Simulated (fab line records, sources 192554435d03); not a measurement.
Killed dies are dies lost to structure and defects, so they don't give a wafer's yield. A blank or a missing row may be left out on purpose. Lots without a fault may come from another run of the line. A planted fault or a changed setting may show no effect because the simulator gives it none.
One fault seen from 2 desks | flow n5_finfet | each desk has only its own numbers; what lay behind them comes last

THE METROLOGY DESK
What the gauges read, lot by lot, whatever tool the lot ran on: means of the sampled wafers that have a number. A lot is out of limits, marked OUT, if its mean lies more than 4 standard deviations from the usual mean; the brackets give that distance.
Columns: A = trench_depth_nm at N5_BEOL_M6_OCD_MEAS_38, usual 93.6 nm; B = cd_nm at N5_BEOL_M6_CD_MEAS_35, usual 40.1 nm; C = M6_THK at N5_BEOL_M6_THK_MEAS_53, usual 79.1 nm
lot  | first seen here | A    | B    | C
L658 | day 10 04:05    | 92.5 | 38.8 | 77.0
L659 | day 10 14:38    | 93.8 | 41.4 | 79.6
L662 | day 11 10:43    | 92.6 | 39.7 | 77.8
L661 | day 11 15:29    | 92.4 | 39.3 | 79.0
L665 | day 12 14:52    | 95.3 | 40.0 | 80.6
L666 | day 12 18:08    | 92.9 | 40.2 | 79.5
L668 | day 13 04:14    | 95.3 | 39.1 | 81.2
L669 | day 13 04:35    | 94.5 | 40.6 | 78.7
L671 | day 14 09:51    | 93.0 | 40.5 | 77.8
L674 | day 14 18:15    | 93.3 | 40.1 | 80.0
L676 | day 14 19:58    | 93.1 | 39.7 | 77.0
L677 | day 15 17:38    | 92.1 | 39.5 | 77.2
L679 | day 15 21:29    | 93.1 | 40.4 | 79.2
This desk's finding: nothing out of limits on any of the 13 lots.

THE TOOL OWNER'S DESK: pecvd-03
The tool's own readings at N5_BEOL_M7_ILD_DEP_00 (deposits SiCOH lowk from DEMS/porogen, target thk 179.75 nm, time 33.4 s): means of the sampled wafers that have a number, for each lot that ran on this tool. A lot is out of limits, marked OUT, if its mean lies more than 4 standard deviations from the usual mean; the brackets give that distance.
Columns: A = heater_power_w at N5_BEOL_M7_ILD_DEP_00, usual 371 W; B = showerhead_plenum_p_Torr at N5_BEOL_M7_ILD_DEP_00, usual 5.741 Torr; C = susceptor_temp_C at N5_BEOL_M7_ILD_DEP_00, usual 299.99 C; D = throttle_valve_pct at N5_BEOL_M7_ILD_DEP_00, usual 13.8 %
lot  | first seen here | A   | B     | C                 | D
L658 | day 10 06:52    | 364 | 5.744 | 299.95            | 15.6
L659 | day 10 16:57    | 351 | 5.750 | 299.85            | 13.7
L662 | day 11 13:37    | 374 | 5.758 | 298.54 (-7.2) OUT | 14.7
L665 | day 12 18:25    | 346 | 5.739 | 297.68 (-12) OUT  | 15.6
This desk's finding: out of limits on L662, L665; first on L662, day 11 13:37 (susceptor_temp_C at N5_BEOL_M7_ILD_DEP_00). In limits: L658, L659.

PUT TOGETHER
The tool owner's desk could have raised an alarm at day 11 13:37, on L662, L665.
The metrology desk saw nothing out of limits.
The metrology desk has L662, L665 on record, within its limits.
Of the lots named, all ran N5_BEOL_M7_ILD_DEP_00 on pecvd-03.

WHAT THE SIMULATOR HAD PUT IN
Process parameter drift: pecvd-03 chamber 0, from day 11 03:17 on, at N5_BEOL_M7_ILD_DEP_00. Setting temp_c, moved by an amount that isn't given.
Lots struck among those shown: L662, L665.
Hours from the fault's start to each desk's first reading out of limits: the tool owner's desk, 10.
